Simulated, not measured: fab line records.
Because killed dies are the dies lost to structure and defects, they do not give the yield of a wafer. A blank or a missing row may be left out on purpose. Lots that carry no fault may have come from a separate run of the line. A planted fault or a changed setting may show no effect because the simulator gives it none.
Comparing a struck lot with a sound one ; flow n5_finfet ; 37 steps out of a route of 1938
Sound: the wafers L997.2, L997.3, L997.5. Struck: wafers L106.1, L106.3. (L106.2 of the same lot was not struck and is left out.) The cause comes at the end.
At each step with rows: each side's tool, then ch and its chambers, then its first start. Under that, the readings that differ: sound wafers ; struck wafers ; difference of the means ; sigmas: that difference in standard deviations of wafers without a fault.
alike: words and numbers the same on both sides, and readings whose means are apart by under 2 such deviations; not compared: readings that were withheld, readings missing a value for some wafer, numbers with overlapping values and no deviation given by the record, and bounds like >300 which may hide the same value.
A row with sigmas, a row that says differs or no value, or rows on one side alone: a step with any of these is where the two part. Numbers that have no deviation but don't overlap get no sigmas and don't part them. A reading that every wafer of one side lacks parts them only if that side has two wafers or more.

first, 12 steps without rows for these wafers: N5_GATE_CUT_ETCH_37 (etches SOC in N2/H2, target depth 60 nm, overetch 12 nm, time 90 s); N5_GATE_CUT_STRIP_38 (strips in N2/H2); N5_GATE_CUT_STRIP_39 (strips in N2/H2); N5_GATE_CUT_HM_OPEN_40 (chemistry C4F6/O2, target SiO2, target depth 139 nm, time 85.1 s); N5_GATE_CUT_STRIP_41 (strips in CF4); N5_GATE_CUT_STRIP_42 (strips in O2); N5_GATE_CUT_ETCH_19 (etches SiNx in CH3F/O2, target depth 53.7 nm, time 76.7 s); N5_GATE_CUT_CUT_ETCH_53 (etches W in SF6/Cl2, target depth 79.2 nm); N5_GATE_CUT_CUT_ETCH_54 (etches TiN in Cl2/BCl3, target depth 96.7 nm); N5_GATE_CUT_CUT_ETCH_55 (etches HfO2 in BCl3, target depth 3.2 nm); N5_GATE_CUT_ETCH_47 (etches SiO2 in Cl2/BCl3, target depth 10 nm); N5_GATE_CUT_VAPOR_ETCH_48 (etches TiN in BCl3/Cl2).
N5_GATE_CUT_VAPOR_ETCH_49: etches TiAlC in BCl3/Cl2.
  sound on rie_metal-01 ch 1, day 7 06:58; struck on rie_metal-01 ch 1, day 9 12:42
  alike: drypump_motor_current_A, oes_product_au
then, 23 steps without rows for these wafers: N5_GATE_CUT_VAPOR_ETCH_51 (etches HfO2 in BCl3/Cl2); N5_GATE_CUT_STRIP_21 (strips in N2/H2, time 30 s); N5_GATE_CUT_STRIP_29 (strips in post etch residue remover, time 60 s); N5_GATE_CUT_SRD_52 (time 30 s); N5_GATE_CUT_ALD_22 (deposits SiNx, target thk 16 nm, pulse time 1 s, ald cycles 320); N5_GATE_CUT_CMP_23 (polishes, stops on SiO2, t overpolish 23.4 s, target thk 16 nm); N5_GATE_CUT_CMP_43 (polishes SiO2); N5_GATE_CUT_CMP_61 (polishes, stops on SiNx, t overpolish 3 s); N5_MOL_CONTACT_COAG_COAT_103 (time 60 s, resist thk 80 nm); N5_MOL_CONTACT_COAG_COAT_104 (time 60 s, resist thk 12 nm); N5_MOL_CONTACT_COAG_COAT_58 (time 60 s, resist thk 10 nm); N5_MOL_CONTACT_COAG_COAT_02 (resist thk 30 nm); N5_MOL_CONTACT_COAG_EBR_04; N5_MOL_CONTACT_COAG_SOFTBAKE_03 (time 60 s); N5_MOL_CONTACT_COAG_EXPOSE_05 (exposes mask CA, defocus 0 nm); N5_MOL_CONTACT_COAG_PEB_06 (peb time 60 s); N5_MOL_CONTACT_COAG_DEVELOP_07 (develop time 30 s); N5_MOL_CONTACT_COAG_DESCUM_13 (chemistry O2, time 7 s); N5_MOL_CONTACT_COAG_ETCH_59 (etches underlayer in N2/H2, target depth 13 nm, time 10.4 s); N5_MOL_CONTACT_COAG_ETCH_105 (etches SiARC in CF4, target depth 15.6 nm, time 26 s); N5_MOL_CONTACT_COAG_ETCH_106 (etches SOC in N2/H2, target depth 80 nm, overetch 16 nm, time 120 s); N5_MOL_CONTACT_COAG_STRIP_107 (strips in N2/H2); N5_MOL_CONTACT_COAG_STRIP_108 (strips in N2/H2).
-- record jumps: 8 days separate the struck wafers' starts on either side; left off in module MOL_CONTACT_COAG, taken up again in module PASSIVATION, whose first shown step is the route's number 1936 --
N5_PASSIVATION_PROBE_49:
  sound: prober-01 at day 15 11:23; struck: prober-02 at day 17 08:22
reading;sound;struck;difference;sigmas
defect_limited_yield (%);91.9 91.6 91.4;84.7 83.7;-7.4;-5
killed_at_front_end;38 31 43;132 131;+94;+7
killed_dies;96 99 102;180 192;+87;+5
killed_on_rim;15 24 8;27 29;+12;+3
killed_short;41 37 42;22 22;-18;-2
sort_bin_5_function (%);4.3 5.4 5.4;9.3 9.7;+4.5;+4
sort_n_pass;1084 1081 1078;1000 988;-87;-5
sort_yield_pct (%);91.9 91.6 91.4;84.7 83.7;-7.4;-5
  alike: killed_at_M0_to_M3, killed_at_M4_up, killed_at_contacts, killed_at_other, killed_open, sort_bin_6_memory

WHERE THEY PART
Only at N5_PASSIVATION_PROBE_49, within this record.

WHY: what the simulator had put in
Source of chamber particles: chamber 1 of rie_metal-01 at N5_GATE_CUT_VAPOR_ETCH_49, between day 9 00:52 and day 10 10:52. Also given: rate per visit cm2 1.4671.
